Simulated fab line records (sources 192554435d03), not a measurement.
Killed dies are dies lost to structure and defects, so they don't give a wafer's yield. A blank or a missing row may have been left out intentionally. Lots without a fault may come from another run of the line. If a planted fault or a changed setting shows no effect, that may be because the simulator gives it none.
Matching of chambers    flow n5 finfet    N5_BEOL_M11_STRIP_19 on rie diel-06 has 4 sister chambers
The step strips in O2. 14 wafers are shown with their chamber, then 7 later ones without.

WAFERS WITH THEIR CHAMBER
wafer   chamber  drypump motor current A (A)  showerhead plenum p Torr (Torr)  throttle valve pct (%)
L076.3  0        5.7                          2.16                             16.85
L076.4  2        5.2                          2.11                             16.86
L076.6  3        5.8                          2.14                             16.23
L077.4  0        5.8                          2.16                             16.83
L077.5  0        5.7                          2.16                             16.82
L077.6  3        5.8                          2.14                             16.26
L082.1  0        5.7                          2.16                             16.37
L082.3  3        5.8                          2.13                             16.27
L082.5  2        5.2                          2.11                             16.91
L090.1  1        5.9                          2.07                             16.80
L090.2  2        5.2                          2.10                             16.95
L090.6  0        5.8                          2.15                             16.41
L094.1  2        5.2                          2.10                             16.94
L094.5  1        5.9                          2.06                             16.83

SIGNATURES, as means of the wafers listed above
reading                   chamber 0  chamber 1  chamber 2  chamber 3  scatter within a chamber
drypump motor current A   5.740      5.900      5.200      5.800      0.0346
showerhead plenum p Torr  2.1580     2.0650     2.1050     2.1367     0.00545
throttle valve pct        16.6560    16.8150    16.9150    16.2533    0.156
Rule: a wafer's distance from a chamber is the root of the sum, over the readings, of the square of ((its reading less the chamber's mean) divided by the reading's scatter). If the next closest chamber is less than 2 further off than the closest, the wafer can't be placed; otherwise it belongs to the closest. The scatter is the square root of a quotient: the sum, over the shown wafers, of each reading's squared deviation from its chamber's mean, divided by wafers minus chambers.

WAFERS WITHOUT THEIR CHAMBER
wafer   drypump motor current A (A)  showerhead plenum p Torr (Torr)  throttle valve pct (%)
L094.6  5.2                          2.10                             16.96
L095.2  5.8                          2.12                             16.29
L095.5  5.7                          2.15                             16.43
L095.6  5.8                          2.12                             16.28
L096.1  5.7                          2.15                             16.44
L096.2  5.2                          2.10                             16.96
L096.3  5.8                          2.12                             16.31

EACH ONE'S CHAMBER
wafer   from the rows above      in truth
L094.6  2                        2
L095.2  3                        3
L095.5  can't be placed: 0 or 3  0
L095.6  3                        3
L096.1  can't be placed: 0 or 3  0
L096.2  2                        2
L096.3  3                        3
Correct placement for 5 of the 7. Unplaceable from these rows: 2, with the true chamber sitting among the candidates in 2. Number placed wrongly: 0.
